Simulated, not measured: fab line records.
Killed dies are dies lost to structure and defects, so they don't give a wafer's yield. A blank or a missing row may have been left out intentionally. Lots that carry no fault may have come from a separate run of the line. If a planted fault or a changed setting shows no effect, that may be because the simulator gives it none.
fab line records | flow nand_harc
[record] lots = 13 wafers = 39 last_day = 24
route steps=1159 shown A_SOURCE_PLATE@423 A_ONON_D1@444 A_CHANNEL_HOLE_D1@463 END@1159
lots untouched by any fault: they come from a run of this same line in which no faults occurred
start_h: the number of hours between the record's first day and the start of the first shown wafer of the lot | wait_h: time in hours since the lot's previous step | " as in the row above | L1.1+2: several wafers, shown together as one row | - either no value or no given start | * or withheld: withheld | < > ~ a bound
route shown NAME@n: NAME is a module with steps in the file, n the number in the route of the first one | usual: mean/standard deviation taken from wafers without a fault | same: alike in all rows | chamber/n: place in a boat | sites: each site's reading | _std_site: the values' standard deviation | _edge_site: mean of outer sites minus mean of inner sites | radius_mm: for every site, how far away it sits from the centre of the wafer | mask NAME#n: copy n | behind: the last tool/chamber to shape the wafer | hold: cause of the lot's hold/its duration in hours/its outcome | device: which transistor (n, p or np) failed to switch | end of line: the tests these same wafers got at the end of their route | step lacking rows: just its recipe | killed: dies lost to structure and defects at the first sort, not the wafer's yield | map: a wafer's dies, x killed, . not, _ none there
set.NAME: the setting that was run; set.NAME@STEP: the one run at that earlier step | model.NAME: the simulator's own value behind a step, which no gauge read
one table for each step of the route and one row for each wafer, over a sample of lots
services: from which hour (start_h, from the record's first day; less than 0 if before it) a tool's chamber was out of use, for how many hours, and why
[[steps]]
[step NHARC_A_SOURCE_PLATE_INSPECT_08]
[usual] raw_defect_count = 53/21
// columns lot.wafer tool chamber start_h wait_h raw_defect_count
L734.2 defect_inspect-02 - 147.83 0.0 47
L734.4 " - " " 59
L734.6 " - " " 54
L736.2 defect_inspect-02 - 164.96 0.0 109
L736.3 " - " " 69
L736.5 " - " " 68
L735.1 defect_inspect-02 - 165.00 0.0 30
L735.3 " - " " 46
L735.6 " - " " 52
L738.3 defect_inspect-02 - 181.71 0.0 37
L738.5 " - " " 69
L738.6 " - " " 56
L737.1 defect_inspect-02 - 181.71 0.0 36
L737.3 " - " " 35
L737.5 " - " " 33
L739.1 defect_inspect-02 - 190.12 0.0 58
L739.2 " - " " 37
L739.3 " - " " 78
L743.2 defect_inspect-01 - 209.60 0.0 101
L743.3 " - " " 78
L743.4 " - " " 86
L746.1 defect_inspect-01 - 239.83 0.0 40
L746.3 " - " " 65
L746.5 " - " " 66
L748.1 defect_inspect-02 - 249.89 0.0 52
L748.3 " - " " 63
L748.6 " - " " 52
L750.1 defect_inspect-02 - 260.33 0.0 59
L750.2 " - " " 47
L750.3 " - " " 32
L751.4 defect_inspect-01 - 269.03 0.0 25
L751.5 " - " " 54
L751.6 " - " " 94
L753.2 defect_inspect-02 - 269.03 0.0 22
L753.3 " - " " 27
L753.6 " - " " 28
L757.2 defect_inspect-02 - 289.31 0.0 44
L757.3 " - " " 54
L757.6 " - " " 31
[step NHARC_A_ONON_D1_DEP_28]
[recipe] target_thk_a = 10000 n2_flow_sccm = 2750 n2o_flow_sccm = 2000 nh3_flow_sccm = 500 sih4_flow_sccm = 210 temp_c = 400
// columns lot.wafer tool chamber start_h wait_h
L734.2+4+6 pecvd_onon-01 0 162.60 0.1
L735.1+3+6 pecvd_onon-01 0 176.73 0.1
L736.2+3+5 pecvd_onon-04 0 176.75 0.1
L737.1+3+5 pecvd_onon-02 0 193.43 0.1
L738.3+5+6 pecvd_onon-01 0 193.52 0.2
L739.1+2+3 pecvd_onon-02 0 202.02 0.1
L743.2+3+4 pecvd_onon-02 0 224.79 0.1
L746.1+3+5 pecvd_onon-01 0 251.75 0.1
L748.1+3+6 pecvd_onon-01 0 262.03 0.1
L750.1+2+3 pecvd_onon-02 0 272.28 0.1
L753.2+3+6 pecvd_onon-02 0 280.76 0.1
L751.4+5+6 pecvd_onon-04 0 280.87 0.2
L757.2+3+6 pecvd_onon-04 0 299.57 0.1
[step NHARC_A_ONON_D1_THK_MEAS_30]
[recipe] thk_meas_gauge = ellipsometry
[usual] thk_nm = 998/10
// columns lot.wafer tool chamber start_h wait_h thk_nm
L734.2 film_metro-02 - 163.06 - 1010
L734.4 " - " " 1009
L734.6 " - " " 1008
L736.2 film_metro-01 - 177.20 - 998
L736.3 " - " " 999
L736.5 " - " " 999
L735.1 film_metro-01 - 177.25 - 1008
L735.3 " - " " 1009
L735.6 " - " " 1007
L738.3 film_metro-02 - 193.92 - 1007
L738.5 " - " " 1006
L738.6 " - " " 1004
L737.1 film_metro-01 - 193.94 - 998
L737.3 " - " " 997
L737.5 " - " " 999
L739.1 film_metro-02 - 202.53 - 986
L739.2 " - " " 984
L739.3 " - " " 986
L743.2 film_metro-01 - 225.24 - 1006
L743.3 " - " " 1008
L743.4 " - " " 1008
L746.1 film_metro-02 - 252.26 - 1482
L746.3 " - " " 1481
L746.5 " - " " 1482
L748.1 film_metro-01 - 262.54 - 1511
L748.3 " - " " 1510
L748.6 " - " " 1510
L750.1 film_metro-02 - 272.79 - 979
L750.2 " - " " 976
L750.3 " - " " 977
L753.2 film_metro-02 - 281.21 - 1016
L753.3 " - " " 1017
L753.6 " - " " 1017
L751.4 film_metro-01 - 281.21 - 1004
L751.5 " - " " 1002
L751.6 " - " " 1002
L757.2 film_metro-01 - 300.02 - 997
L757.3 " - " " 996
L757.6 " - " " 996
[step NHARC_A_CHANNEL_HOLE_D1_OVL_MEAS_11]
[usual] overlay_x_nm = 0.0/0.96 overlay_y_nm = -0.2/0.85
// columns lot.wafer tool chamber start_h wait_h overlay_x_nm overlay_y_nm
L734.2 overlay-02 - 166.70 - 0.5 -0.8
L734.4 " - " " 0.6 -0.4
L734.6 " - " " 0.6 -0.9
L736.2 overlay-01 - 183.36 - -0.7 0.3
L736.3 " - " " -0.4 1.3
L736.5 " - " " -0.4 0.8
L735.1 overlay-02 - 183.65 - -0.4 -0.4
L735.3 " - " " -0.4 -0.2
L735.6 " - " " -0.2 -0.1
L737.1 overlay-01 - 197.32 - -0.1 -1.9
L737.3 " - " " -0.8 -1.3
L737.5 " - " " -0.4 -1.5
L738.3 overlay-01 - 198.28 - 0.4 0.4
L738.5 " - " " 0.1 0.1
L738.6 " - " " 0.5 0.5
L739.1 overlay-01 - 205.92 - -0.9 -0.3
L739.2 " - " " -1.6 -0.5
L739.3 " - " " -1.6 0.1
L743.2 overlay-01 - 231.33 - -0.6 -0.2
L743.3 " - " " -2.2 0.0
L743.4 " - " " -2.0 0.6
L750.1 overlay-01 - 276.18 - -0.8 -0.8
L750.2 " - " " -0.5 -1.2
L750.3 " - " " -0.6 -1.0
L753.2 overlay-01 - 284.62 - 0.5 -1.6
L753.3 " - " " 0.3 -1.9
L753.6 " - " " 0.2 -1.4
L751.4 overlay-02 - 285.49 - 0.3 -0.8
L751.5 " - " " 0.3 -0.9
L751.6 " - " " -0.1 -0.9
L757.2 overlay-02 - 306.80 - -0.5 1.0
L757.3 " - " " -0.2 1.5
L757.6 " - " " -0.5 1.1
[step NHARC_A_CHANNEL_HOLE_D1_ETCH_16]
[recipe] target_depth_a = 31000 over_etch_frac = 0.3 time_s = 806 ion_energy_ev = 150 o2_flow_sccm = 400 cos_flow_sccm = 20 ar_flow_sccm = 0 rf_w = 500 bias_w = 300 chemistry = O2/COS
[usual] bias_w = 300.1/0.94 drypump_motor_current_A = 5.8/0.51 o2_flow_sccm = 400.1/1.3 oes_product_au = 0.996/0.0071 rf_vpp_V = 313.8/1.2 showerhead_plenum_p_Torr = 3.09/0.067 throttle_valve_pct = 28.330/0.0084
// columns lot.wafer tool chamber start_h wait_h bias_w drypump_motor_current_A o2_flow_sccm oes_product_au rf_hours_counter_h rf_vpp_V showerhead_plenum_p_Torr throttle_valve_pct
L734.2 rie_diel-09 2 - - 299.7 6.3 400.6 1.012 8 313.9 3.09 28.323
L734.4 " 2 " " 299.9 6.2 400.5 1.009 - 316.0 3.09 28.322
L734.6 " 0 " " 300.9 6.1 401.2 0.998 - 313.3 3.02 28.324
L735.3 rie_diel-07 1 - - 300.2 5.7 399.7 1.005 9 313.4 3.11 28.334
L735.1 " 2 " " 300.4 5.2 400.8 0.995 9 314.5 3.13 28.339
L735.6 " 0 " " 299.7 5.8 402.8 1.002 - 313.2 3.04 28.333
L736.2 rie_diel-09 1 - - 300.3 6.1 400.3 1.002 6 312.8 3.03 28.326
L736.3 " 0 " " 299.6 6.0 398.4 0.991 9 313.3 3.02 28.336
L736.5 " 1 " " 299.5 6.1 401.8 1.002 - 313.0 3.03 28.321
L737.1 rie_diel-09 2 - - 298.7 6.3 399.3 1.000 9 314.0 3.09 28.348
L737.3 " 3 " " 300.5 6.2 399.8 0.989 7 315.0 3.22 28.334
L737.5 " 1 " " 301.4 6.1 402.7 0.999 - 312.8 3.03 28.322
L738.3 rie_diel-07 1 - - 299.1 5.6 398.8 0.999 10 315.0 3.11 28.320
L738.5 " 2 " " 300.3 5.2 401.3 1.000 - 313.2 3.12 28.313
L738.6 " 3 " " 300.8 6.7 399.3 0.998 - 312.4 3.02 28.344
L739.2 rie_diel-09 1 - - 300.5 6.1 399.4 0.985 8 311.9 3.03 28.318
L739.1 " 3 " " 300.4 6.3 400.4 0.982 7 316.7 3.22 28.328
L739.3 " 0 " " 300.4 6.0 397.8 0.987 11 311.8 3.02 28.320
L743.3 rie_diel-03 1 - - 299.5 5.9 399.6 0.998 1 312.9 3.07 28.332
L743.2 " 2 " " 298.6 5.0 401.6 0.999 1 315.0 3.14 28.334
L743.4 " 3 " " 301.3 5.5 400.3 1.007 1 314.5 3.14 28.339
L750.3 rie_diel-09 0 - - 300.3 6.1 400.7 1.001 1 314.4 3.01 28.324
L750.1 " 1 " " 299.4 6.1 402.3 0.992 1 312.4 3.03 28.332
L750.2 " 2 " " 299.6 6.3 400.9 0.993 1 314.5 3.09 28.337
L753.2 rie_diel-09 1 - - 300.2 6.1 402.6 0.985 2 313.2 3.03 28.321
L753.3 " 2 " " 300.0 6.2 401.1 0.993 2 313.5 3.09 28.333
L753.6 " 1 " " 301.2 6.1 400.7 0.989 - 311.6 3.03 28.332
L751.4 rie_diel-07 1 - - 299.5 5.7 401.5 0.987 4 314.7 3.11 28.327
L751.5 " 3 " " 299.8 6.7 400.8 0.997 - 311.4 3.02 28.325
L751.6 " 0 " " 298.4 5.9 400.2 0.988 - 313.2 3.03 28.329
L757.2 rie_diel-07 3 - - 300.1 6.7 398.0 0.998 6 314.3 3.02 28.324
L757.3 " 1 " " 299.7 5.6 401.5 1.006 5 314.2 3.11 28.323
L757.6 " 0 " " 298.4 5.8 398.4 0.998 - 311.9 3.03 28.339
[step NHARC_END_SORT_01]
[recipe] temp_c = 25
[usual] killed_at_array = 29/11 killed_at_other = 0.6/0.92 killed_at_periphery = 3.2/2 killed_dies = 33/11 killed_open = 3.2/2 killed_short = 1.9/1.5
[same] gross_dies = 677
// columns lot.wafer tool chamber start_h wait_h killed_at_array killed_at_other killed_at_periphery killed_dies killed_open killed_short
L746.1 prober-02 0 510.80 2.5 672 0 5 677 6 1
L746.3 prober-02 0 512.39 3.1 675 0 2 677 1 3
L746.5 prober-02 0 513.99 3.7 673 0 4 677 1 1
L748.1 prober-01 0 527.10 2.5 674 0 3 677 5 2
L748.3 prober-01 0 528.70 3.1 675 1 1 677 6 2
L748.6 prober-01 0 531.10 4.0 676 1 0 677 4 0
// killed by level:class
L746.1 A_ONON_D1:area_dep=646 A_SLIT:chamber_film_flake=9 A_CONTACT:chamber_film_flake=6 A_CHANNEL_HOLE_D1:chamber_film_flake=5 A_CONTACT:geometric_particle:open=2 A_WL_FILL:chamber_film_flake=2 P_STI:geometric_particle:open=1 P_STI:geometric_particle:short=1
L746.3 A_ONON_D1:area_dep=650 A_SLIT:chamber_film_flake=9 A_CHANNEL_HOLE_D1:chamber_film_flake=4 A_CONTACT:chamber_film_flake=4 A_STAIRCASE:chamber_film_flake=3 A_WL_FILL:geometric_particle:short=2 A_CHANNEL_FILL_D1:geometric_particle:open=1 A_CHANNEL_FILL_D1:geometric_particle:short=1
L746.5 A_ONON_D1:area_dep=645 A_SLIT:chamber_film_flake=11 A_CONTACT:chamber_film_flake=6 A_CHANNEL_HOLE_D1:chamber_film_flake=5 A_STAIRCASE:chamber_film_flake=4 P_ZERO_WELL:chamber_film_flake=2 P_M0:geometric_particle:short=1 A_CHANNEL_FILL_D1:geometric_particle:open=1
L748.1 A_ONON_D1:area_dep=661 A_CONTACT:chamber_film_flake=4 A_STAIRCASE:chamber_film_flake=3 A_CHANNEL_HOLE_D1:geometric_particle:short=2 P_M0:geometric_particle:open=1 A_CHANNEL_FILL_D1:geometric_particle:open=1 A_WL_FILL:geometric_particle:open=1 A_CONTACT:geometric_particle:open=1
L748.3 A_ONON_D1:area_dep=657 A_CHANNEL_HOLE_D1:chamber_film_flake=5 A_CONTACT:chamber_film_flake=4 A_WL_FILL:geometric_particle:open=2 A_STAIRCASE:chamber_film_flake=2 A_ONON_D1:geometric_particle:short=1 A_ONON_D1:geometric_particle:open=1 A_CHANNEL_FILL_D1:geometric_particle:short=1
L748.6 A_ONON_D1:area_dep=665 A_CHANNEL_HOLE_D1:chamber_film_flake=3 A_CHANNEL_FILL_D1:geometric_particle:open=2 A_STAIRCASE:chamber_film_flake=2 A_CONTACT:chamber_film_flake=2 A_SGD_CUT:geometric_particle:open=1 STARTING-WAFER:geometric_particle:open=1 A_WL_FILL:chamber_film_flake=1
[[services]]
// columns tool chamber start_h hours kind
rie_diel-07 3 149.70 3.9 repair
rie_diel-09 1 153.34 21.4 repair
rie_diel-03 2 159.46 1.2 repair
rie_diel-09 0 160.04 - clean
rie_diel-09 2 160.04 - clean
rie_diel-09 3 160.04 - clean
rie_diel-07 1 170.41 8.4 repair
rie_diel-09 2 173.81 23.0 repair
rie_diel-09 - 179.50 0.3 repair
rie_diel-09 - 181.03 1.2 repair
rie_diel-09 0 184.54 - clean
rie_diel-09 1 184.54 - clean
pecvd_onon-01 - 195.16 13.0 pm
rie_diel-09 2 198.93 2.1 repair
rie_diel-07 - 200.32 0.7 repair
rie_diel-03 - 215.30 9.0 pm
rie_diel-07 - 228.20 9.0 pm
rie_diel-09 3 228.41 9.7 repair
rie_diel-03 0 236.58 8.6 repair
pecvd_onon-04 - 237.00 13.0 pm
pecvd_onon-02 - 247.08 3.0 repair
rie_diel-09 - 254.10 9.0 pm
rie_diel-03 2 284.21 2.7 repair
pecvd_onon-02 - 292.35 13.0 pm
[[key]]
[first_sign] step = NHARC_A_ONON_D1_THK_MEAS_30 reading = thk_nm direction = up sigmas = 49 usual = 998 struck = 1496
[effect] step = NHARC_END_SORT_01 reading = killed_at_array direction = up sigmas = 61 usual = 29 struck = 674
[more_kills_born_at] NHARC_A_ONON_D1_DEP_28@pecvd_onon-01 = 3924
met_at NHARC_A_ONON_D1_DEP_28
struck_lots L746,L748
struck_wafers L746.1,L746.3,L746.5,L748.1,L748.3,L748.6
later_rows_left_out L746.1,L746.3,L746.5,L748.1,L748.3,L748.6
tester_left_out L746,L748
not_acting_at NHARC_A_SOURCE_PLATE_INSPECT_08,NHARC_A_CHANNEL_HOLE_D1_OVL_MEAS_11,NHARC_A_CHANNEL_HOLE_D1_ETCH_16
onset_between 193.52 251.75
[fault] kind = process_parameter_drift tool = pecvd_onon-01 chamber = 0 onset_h = 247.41 steps = NHARC_A_ONON_D1_DEP_28 channel = target_thk_a offset = * shape = step end_h = 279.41 acts_in = * stated = *
// tester_left_out: of these lots the tester's yield and bins aren't shown, on N5 and GAA mostly nor the transistor test; their killed dies are dies lost to structure and defects alone, not to doping, threshold or leakage, so they don't give the yield
// later_rows_left_out: the simulator's readings of these wafers behind a module that went badly wrong aren't trusted and aren't shown, but for the sort
